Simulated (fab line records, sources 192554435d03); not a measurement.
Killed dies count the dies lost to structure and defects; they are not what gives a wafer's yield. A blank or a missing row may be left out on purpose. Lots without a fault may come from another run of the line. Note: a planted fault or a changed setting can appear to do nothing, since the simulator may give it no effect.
Split-lot trial	flow n5-finfet	21 wafers read from 7 lots, route of 1938 steps

## ON THE SPLIT
At N5_BEOL_M2_PECVD_72 (deposits SiO2 from TEOS/O2, target thk 16 nm, time 18 s), the setting time-s was moved away from the recipe's 18 s on 11 of the 21 wafers read, by -12.8% to +11.2%. This setting was run at the recipe's value on the other wafers.

The reading is taken at the split's own step.

## THE READING
SiO2_of_BEOL_M2_PECVD_72.thk-nm (the simulator's own value, which no gauge read), in nm, at N5_BEOL_M2_PECVD_72 (deposits SiO2 from TEOS/O2, target thk 16 nm, time 18 s). There is no usual value for it anywhere in the file. The 10 wafers here that ran the recipe average 16.1 nm, standard deviation 0.26 nm.

wafer	tool, chamber at the split	time-s as run, s	against the recipe	SiO2_of_BEOL_M2_PECVD_72.thk-nm, nm	against lot-mates on the recipe
L074.3	pecvd-02, 0	20.02	+11.2%	17.6	+1.6
L074.5	pecvd-02, 0	18	recipe	16	-
L074.6	pecvd-02, 1	20.02	+11.2%	17.8	+1.8
L077.1	pecvd-02, 2	15.97	-11.3%	14	-1.8
L077.2	pecvd-02, 1	18	recipe	15.8	-
L077.3	pecvd-02, 0	15.97	-11.3%	14.2	-1.6
L078.1	pecvd-02, 0,1	16.55	-8.1%	14.6	-1.4
L078.4	pecvd-02, 0,1	16.55	-8.1%	14.6	-1.4
L078.5	pecvd-02, 0	18	recipe	16	-
L082.1	pecvd-01, 0	17.22	-4.3%	15.4	no lot-mate on the recipe
L082.2	pecvd-01, 2	17.22	-4.3%	15.2	no lot-mate on the recipe
L082.6	pecvd-01, 2	17.22	-4.3%	15.6	no lot-mate on the recipe
L084.2	pecvd-04, 2	18	recipe	16	-
L084.4	pecvd-04, 0	18	recipe	16.4	-
L084.5	pecvd-04, 2	18	recipe	16.2	-
L093.1	pecvd-02, 2	18	recipe	16	-
L093.4	pecvd-02, 2	18	recipe	15.6	-
L093.6	pecvd-02, 1	16.92	-6.0%	15	-0.8
L094.2	pecvd-01, 0	18	recipe	16.4	-
L094.4	pecvd-01, 0	18	recipe	16.4	-
L094.5	pecvd-01, 0	15.7	-12.8%	14.4	-2.0
When a row names more than one chamber, that row covers several wafers, and the file does not tell which wafer ran in which chamber.

THE FIT
A straight line over all 21 wafers: SiO2_of_BEOL_M2_PECVD_72.thk-nm changes by +0.156 nm for each +1% of time-s; r = +0.97; the points scatter about the line by 0.24 nm.
The same after taking each lot's own level away (the mean of its wafers on the recipe; 18 wafers): +0.154 nm for each +1%; r = +0.99; scatter 0.13 nm.
On that fit, the largest move of time-s shifts the reading by 2 nm.
Measured against the standard deviation above, the lots' own levels, which go from 15.80 to 16.40 nm, span 2.3 times it.
Hence the lot-to-lot level has little effect on the slope; both slopes agree.
Check: with one of the wafers moved furthest among these (-12.8%) left out of the fit, the line predicts -1.98 nm for it against its lot-mates. It came out at -2 nm against them.

## THE OTHER SPLITS THESE WAFERS WENT THROUGH
Other splits were also applied to these wafers ahead of the reading. Each is held against what the fit with the lots' levels taken away leaves over:
other split on the same wafers	wafers away from the commonest value	r with SiO2_of_BEOL_M2_PECVD_72.thk-nm (lot level and that fit taken away)
N5_MOL_CONTACT_COAG_DESCUM_45 time-s	7	-0.07
N5_BEOL_M0_SAQP_SPACER2_ALD_26 target-thk-a	6	+0.19
N5_BEOL_M0_SAQP_EXPOSE_37 dose-mj	8	-0.04
N5_BEOL_M0_ETCH_109 bias-w	8	+0.35

## THE FILE'S OWN FIT
SiO2_of_BEOL_M2_PECVD_72.thk-nm changes by +0.154 nm for each +1% of time-s, r = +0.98.
